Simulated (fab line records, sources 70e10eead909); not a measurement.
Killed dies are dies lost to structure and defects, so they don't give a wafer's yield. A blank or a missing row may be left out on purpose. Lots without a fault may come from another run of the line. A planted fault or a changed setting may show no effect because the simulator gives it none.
A struck lot beside a sound one | flow nand_harc | 23 steps out of a route of 1302
Sound: wafers L625.1, L625.2, L625.4. Struck: wafers L640.2, L640.6. (L640.5 of the same lot was not struck and is left out.) The cause comes at the end.
At each step with rows: each side's tool, then ch and its chambers, then its first start. Under that, the readings that differ: sound wafers | struck wafers | difference of the means | sigmas: that difference in standard deviations of wafers without a fault.
alike: readings whose means differ by less than 2 such deviations, and words and numbers that are the same on both sides. not compared: withheld readings, readings that some wafer has no value for, bounds like >300 that may hide the same value, and numbers for which the record gives no deviation and whose values overlap.
The two part at a step that has a row with sigmas, a row that says differs or no value, or rows on one side only. Numbers that don't overlap but have no deviation are shown without sigmas and don't part them. A reading that every wafer of one side lacks parts them only if that side has two wafers or more.

NHARC_P_M1_INSPECT_27:
  sound on defect_inspect-01, day 7 08:42; struck on defect_inspect-02, day 13 11:47
  alike: raw_defect_count
NHARC_P_M1_PRE_CLEAN_32: time 12 s.
  sound on pecvd-02 ch 0,1, day 7 08:46; struck on pecvd-04 ch 1, day 13 11:52
  alike: heater_power_w
NHARC_P_M1_DEP_33: deposits SiCN, target thk 30 nm.
  sound on pecvd-02 ch 0,1, day 7 08:50; struck on pecvd-04 ch 1, day 13 11:57
  alike: heater_power_w
then, 8 steps without rows for these wafers: NHARC_P_M2_DEP_00 (deposits SiOC, target thk 182.5 nm); NHARC_P_M2_DEHYDRATE_01 (time 120 s); NHARC_P_M2_HMDS_02 (time 30 s); NHARC_P_M2_COAT_34 (time 65 s); NHARC_P_M2_COAT_03 (resist thk 90 nm); NHARC_P_M2_SOFTBAKE_04 (time 55 s); NHARC_P_M2_EBR_05; NHARC_P_M2_EXPOSE_06 (exposes mask P M2, target cd 170 nm).
NHARC_P_M2_PEB_07: peb time 65 s.
  sound on litho_track-01 ch 0, day 7 09:52; struck on litho_track-06 ch 0, day 13 13:00
  reading                  | sound             | struck      | difference | sigmas
  heater_power_total_W (W) | 156.0 156.1 157.0 | 208.4 209.0 | +52.3      | +99 or more
then, 1 step without rows for these wafers: NHARC_P_M2_DEVELOP_08 (develop time 35 s).
NHARC_P_M2_CD_MEAS_09: target cd 170 nm.
  sound on cd_sem-02 ch 0, day 7 09:57; struck on cd_sem-03 ch 0, day 13 13:05
  reading    | sound             | struck      | difference | sigmas
  cd_nm (nm) | 169.4 169.9 170.0 | 150.7 150.6 | -19.1      | -35
NHARC_P_M2_OVL_MEAS_10: pitch 340 nm.
  sound on overlay-01, day 7 10:02; struck on overlay-01, day 13 13:10
  alike: overlay_x_nm, overlay_y_nm
NHARC_P_M2_INSPECT_11:
  sound on defect_inspect-01, day 7 10:05; struck on defect_inspect-02, day 13 13:12
  alike: raw_defect_count
NHARC_P_M2_DESCUM_14: chemistry O2, time 3 s.
  sound on rie_diel-13 ch 0,1,2, day 7 10:10; struck on rie_diel-09 ch 0,2, day 13 13:17
  reading               | sound             | struck      | difference | sigmas
  model.P_M2.cd_nm (nm) | 169.6 169.3 169.5 | 150.8 151.1 | -18.5      |
  alike: drypump_motor_current_A, oes_product_au, rf_vpp_V, showerhead_plenum_p_Torr, throttle_valve_pct
  not compared: rf_hours_counter_h
NHARC_P_M2_ETCH_35: etches the open film in N2/H2, target depth 40 nm, overetch 12 nm, time 43.94 s.
  sound on rie_diel-13 ch 0,1,3, day 7 10:14; struck on rie_diel-09 ch 2,3, day 13 13:20
  alike: drypump_motor_current_A, h2_flow_sccm, oes_product_au, rf_vpp_V, showerhead_plenum_p_Torr, throttle_valve_pct
  not compared: rf_hours_counter_h
NHARC_P_M2_ETCH_15: etches the open film in C4F8/Ar, target depth 182.5 nm, time 91.2 s.
  sound on rie_diel-13 ch 1,2,3; struck on rie_diel-09 ch 2,3
  alike: oes_product_au, rf_vpp_V
  not compared: rf_hours_counter_h
NHARC_P_M2_CD_MEAS_16:
  sound on cd_sem-01, day 7 10:28; struck on cd_sem-02, day 13 13:34
  reading    | sound             | struck      | difference | sigmas
  cd_nm (nm) | 169.1 169.6 169.1 | 150.9 151.0 | -18.3      | -30
NHARC_P_M2_STRIP_18: strips in N2/H2.
  sound on rie_diel-09 ch 1,2,3, day 7 10:34; struck on rie_diel-08 ch 2,3, day 13 13:38
  reading      | sound          | struck    | difference | sigmas
  rf_vpp_V (V) | 90.3 87.7 89.9 | 91.1 92.9 | +2.7       | +3
  alike: drypump_motor_current_A, h2_flow_sccm, oes_product_au, showerhead_plenum_p_Torr, throttle_valve_pct
  not compared: rf_hours_counter_h
NHARC_P_M2_ETCH_28: etches the open film in CF4/N2, target depth 30 nm, time 72.99 s.
  sound on rie_diel-09 ch 0,1,3; struck on rie_diel-08 ch 1,3
  reading                | sound                | struck        | difference | sigmas
  throttle_valve_pct (%) | 19.794 19.785 19.774 | 19.808 19.799 | +0.019     | +2
  model.P_M2.cd_nm (nm)  | 169.3 169.4 168.9    | 150.1 150.9   | -18.7      |
  alike: drypump_motor_current_A, oes_product_au, rf_vpp_V, showerhead_plenum_p_Torr
  not compared: rf_hours_counter_h
then, 1 step without rows for these wafers: NHARC_P_M2_STRIP_19 (strips in post etch residue remover, time 600 s).

WHERE THEY PART
First at NHARC_P_M2_PEB_07; last, within this record, at NHARC_P_M2_ETCH_28.

WHY: what the simulator had put in
Process parameter drift: litho_track-06, from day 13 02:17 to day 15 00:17, at NHARC_P_M2_PEB_07. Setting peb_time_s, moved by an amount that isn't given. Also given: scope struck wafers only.
